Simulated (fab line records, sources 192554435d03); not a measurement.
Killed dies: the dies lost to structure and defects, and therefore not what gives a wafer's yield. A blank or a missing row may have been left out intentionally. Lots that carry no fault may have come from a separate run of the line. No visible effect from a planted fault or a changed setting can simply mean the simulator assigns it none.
What tool caused it?	flow n5_finfet	12 lots, 36 wafers sampled, at 1 step of a route of 1938

WHAT THE GAUGES SHOWED, per wafer
N5_BEOL_M4_OVL_MEAS_29.
lot	measured	on	V3_OVL (nm)
L075	day 7 15:26	overlay-01	-1.0 0.3 -1.5
L077	day 8 00:59	overlay-01	-0.3 -0.2 -0.7
L079	day 8 11:10	overlay-01	0.1 -0.7 -1.2
L081	day 9 08:12	overlay-01	-1.3 -1.5 -1.7
L083	day 10 09:04	overlay-02	0.5 -0.5 -0.8
L085	day 10 16:59	overlay-02	0.7 -0.9 -0.9
L088	day 10 22:04	overlay-01	-0.6 -0.1 -1.2
L089	day 11 05:13	overlay-02	-0.9 -0.9 -0.5
L091	day 12 06:15	overlay-01	-0.2 -0.2 0.6
L094	day 12 13:07	overlay-01	-0.1 0.7 -0.7
L095	day 13 03:02	overlay-02	-0.5 0.0 0.3
L097	day 13 07:13	overlay-02	-0.1 -1.2 -2.4

WHAT TOOL EACH LOT RAN ON (gives the tool, then ch and the chambers of the sampled wafers, and finally the start)
The record shows no process step preceding these readings.

THE ANSWER, worked out from the rows above alone
Rule: what is usual is taken from the lots themselves. Put in order of their means at a reading, lots are off if they are a third of the lots or fewer, leave a main group of 4 or more, and stand apart from it by a gap of 3 or more times the standard deviation of the main group's means; of several such gaps the widest counts. A main group whose means are all the same, to the digits that the tables above print for the reading, isn't used. A lot without any number at a reading at which 4 lots or more have one is off too. Any other lot the step has rows for is counted as sound.
None of the lots is off at any reading shown; this tells nothing.

WHAT WAS PUT IN BY THE SIMULATOR
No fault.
